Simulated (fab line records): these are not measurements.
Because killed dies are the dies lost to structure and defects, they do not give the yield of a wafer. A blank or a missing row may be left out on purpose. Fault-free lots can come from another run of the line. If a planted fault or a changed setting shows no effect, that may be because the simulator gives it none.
Struck lot and sound lot, side by side + flow nand harc + 14 steps out of a route of 1302
Sound: wafers L578.3, L578.4, L578.5. Struck: wafers L589.1, L589.3, L589.6. At the end, the cause is stated.
Per side, at each step with rows, come the tool, then ch with its chambers, and then its first start. Under that, the readings that differ: sound wafers + struck wafers + difference of the means + sigmas: that difference in standard deviations of wafers without a fault.
alike: readings whose means differ by less than 2 such deviations, and words and numbers that are the same on both sides. not compared: withheld readings, readings that some wafer has no value for, bounds like >300 that may hide the same value, and numbers for which the record gives no deviation and whose values overlap.
Wherever a step has rows on one side only, a row that says differs or no value, or a row with sigmas, the two part there. Non-overlapping numbers with no deviation appear without sigmas and do not part them. A reading missing from all wafers of one side parts the sides only when that side holds two or more wafers.

NHARC_A_BLC_PVD_32: deposits Ti, target thk 5 nm, time 17.7 s.
  sound on pvd sputter-01; struck on pvd sputter-02
  alike: cathode dc power W, throttle valve pct
NHARC_A_BLC_ALD_23: deposits TiN, target thk 3 nm, pulse time 1 s, ald cycles 150.
  sound on ald metal-02 ch 0,2,3, day 23 16:37; struck on ald metal-04 ch 1,2, day 28 22:12
  alike: heater power w, precursor pulse height rel
  not compared: since wet clean h
NHARC_A_BLC_CVD_24: deposits W, target thk 150 nm, time 434 s.
  sound on cvd w-01 ch 0,1; struck on cvd w-01 ch 0,1
  alike: heater power w, mfc ar sccm, throttle valve pct
  not compared: since wet clean h
NHARC_A_BLC_CMP_25: polishes, t overpolish 30 s, target thk 150 nm.
  sound on cmp-02 ch 0,1,3, day 23 17:21; struck on cmp-01 ch 1,2,3, day 28 22:56
  alike: motor current A, overpolish run s, slurry flow ml min, time to endpoint s
then, 1 step without rows for these wafers: NHARC_A_BLC_SRD_27.
NHARC_A_BLC_INSPECT_28:
  sound: defect inspect-02 at day 23 17:45; struck: defect inspect-02 at day 28 23:20
  alike: raw defect count
then, 5 steps without rows for these wafers: NHARC_A_M0_DEP_00 (deposits SiOC, target thk 150 nm); NHARC_A_M0_DEHYDRATE_01 (time 120 s); NHARC_A_M0_HMDS_02 (time 30 s); NHARC_A_M0_COAT_33 (time 65 s); NHARC_A_M0_COAT_03 (resist thk 90 nm).
NHARC_A_M0_SOFTBAKE_04: time 55 s.
  sound on litho track-01 ch 0, day 23 18:00; struck on litho track-04 ch 0, day 28 23:00
| reading                  | sound                | struck               | difference | sigmas |
|--------------------------|----------------------|----------------------|------------|--------|
| chill plate temp C (C)   | 22.62 22.80 22.67    | 23.02 23.08 23.11    | +0.37      | +3     |
| heater power total W (W) | 188.31 188.26 188.30 | 174.97 175.16 175.08 | -13.22     | -94    |
  alike: resist line temp C
then, 1 step without rows for these wafers: NHARC_A_M0_EBR_05.
NHARC_END_SORT_01:
  sound on prober-02 ch 0, day 25 14:32; struck on prober-02 ch 0, day 30 15:50
  alike: defect limited yield, killed at array, killed at other, killed at periphery, killed dies, killed open, killed short

## WHERE THEY PART
At NHARC_A_M0_SOFTBAKE_04 and nowhere else, as far as this record goes. Later steps at which nothing parts them and some readings are alike: NHARC_END_SORT_01.

WHY: the cause the simulator had injected
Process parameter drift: litho track-04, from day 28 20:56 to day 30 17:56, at NHARC_A_M0_SOFTBAKE_04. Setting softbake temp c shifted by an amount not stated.
